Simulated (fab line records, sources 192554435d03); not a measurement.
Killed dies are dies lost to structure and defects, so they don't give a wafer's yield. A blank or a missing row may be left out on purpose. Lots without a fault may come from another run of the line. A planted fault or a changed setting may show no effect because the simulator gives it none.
A struck lot beside a sound one | flow n5_finfet | 14 steps out of a route of 1938
Sound: wafers L251.1, L251.3, L251.5. Struck: wafers L259.2, L259.3, L259.4. The cause comes at the end.
At each step with rows: each side's tool, then ch and its chambers, then its first start. Under that, the readings that differ: sound wafers | struck wafers | difference of the means | sigmas: that difference in standard deviations of wafers without a fault.
alike: readings whose means differ by less than 2 such deviations, and words and numbers that are the same on both sides. not compared: withheld readings, readings that some wafer has no value for, bounds like >300 that may hide the same value, and numbers for which the record gives no deviation and whose values overlap.
The two part at a step that has a row with sigmas, a row that says differs or no value, or rows on one side only. Numbers that don't overlap but have no deviation are shown without sigmas and don't part them. A reading that every wafer of one side lacks parts them only if that side has two wafers or more.

N5_SD_ACTIVATION_RS_MEAS_03: measures by four-point-probe.
  sound on film_metro-02, day 3 22:45; struck on film_metro-01, day 5 23:26
  alike: RS_SD_N, RS_SD_P
N5_SD_ACTIVATION_INSPECT_02: inspects for defects (darkfield).
  sound on defect_inspect-02, day 3 23:04; struck on defect_inspect-02, day 5 23:44
  alike: raw_defect_count
N5_ILD0_LINER_00: material SiNx, target thk 4 nm, pulse time 1 s, purge time 2 s.
  sound on ald_sin-01 ch 0,2, day 3 23:07; struck on ald_sin-02 ch 0,1,3, day 5 23:50
  alike: heater_power_w, precursor_pulse_height_rel
then, 2 steps without rows for these wafers: N5_ILD0_FCVD_FILL_01 (material SiO2 flowable, target thk 200 nm, time 328.3 s); N5_ILD0_CURE_02 (time 1800 s).
N5_ILD0_CMP_03: polishes, stops on SiNx, t overpolish 1.9 s, target thk 197.38 nm.
  sound on cmp-04 ch 0,2,3, day 4 01:33; struck on cmp-03 ch 1,2,3, day 6 02:12
  alike: motor_current_A, overpolish_run_s, time_to_endpoint_s
  not compared: pad_life_wafers
N5_ILD0_THK_MEAS_04:
  sound on film_metro-02, day 4 01:46; struck on film_metro-01, day 6 02:30
  alike: thk_nm
N5_ILD0_CMP_07: polishes SiO2 flowable, stops on poly-Si, t overpolish 1.18 s, target thk 138.88 nm.
  sound on cmp-04 ch 1,2, day 4 01:56; struck on cmp-01 ch 1,2,3, day 6 02:31
  alike: motor_current_A
  not compared: pad_life_wafers
N5_ILD0_THK_MEAS_08:
  sound on film_metro-01, day 4 02:14; struck on film_metro-01, day 6 02:49
  alike: thk_nm
then, 1 step without rows for these wafers: N5_ILD0_PRECLEAN_10 (cleans in NF3:NH3, afs cycles 5, time 20 s, sublimation time 60 s).
N5_ILD0_ALD_15: deposits SiNx, target thk 24 nm, pulse time 1 s, ald cycles 480.
  sound on ald_sin-02 ch 0,2, day 4 02:56; struck on ald_sin-02 ch 0,1,2, day 6 03:32
  alike: heater_power_w, precursor_pulse_height_rel
N5_ILD0_CMP_12: polishes SiNx, stops on poly-Si, t overpolish 6 s, target thk 17.67 nm.
  sound on cmp-04 ch 0,1,2, day 4 05:16; struck on cmp-04 ch 0,1,2, day 6 05:45
  reading                | sound          | struck         | difference | sigmas
  time_to_endpoint_s (s) | 29.5 26.7 28.4 | 52.5 56.0 55.2 | +26.4      | +12
  alike: motor_current_A, overpolish_run_s
  not compared: pad_life_wafers
N5_ILD0_THK_MEAS_13:
  sound on film_metro-02, day 4 05:28; struck on film_metro-01, day 6 06:03
  alike: thk_nm
-- the record jumps here: 4 days lie between the struck wafers' starts before and after (it left off in module ILD0 and takes up again in module BEOL_M4, whose first step shown is number 1111 of the route) --
N5_BEOL_M4_RC_MEAS_101:
  sound on prober-02 ch 0, day 8 14:24; struck on prober-02 ch 0, day 10 17:31
  reading       | sound          | struck         | difference | sigmas
  SS_P (mV/dec) | 73.9 74.1 73.5 | 72.5 72.3 72.3 | -1.5       | -2
  alike: DIBL_N, DIBL_P, IOFF_N, IOFF_P, ION_N, ION_P, SS_N, VT_N, VT_P

WHERE THEY PART
First at N5_ILD0_CMP_12; last, within this record, at N5_BEOL_M4_RC_MEAS_101.

WHY: what the simulator had put in
Process parameter drift: cmp-04, from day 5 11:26 on, at N5_ILD0_CMP_12. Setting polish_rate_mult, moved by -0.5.
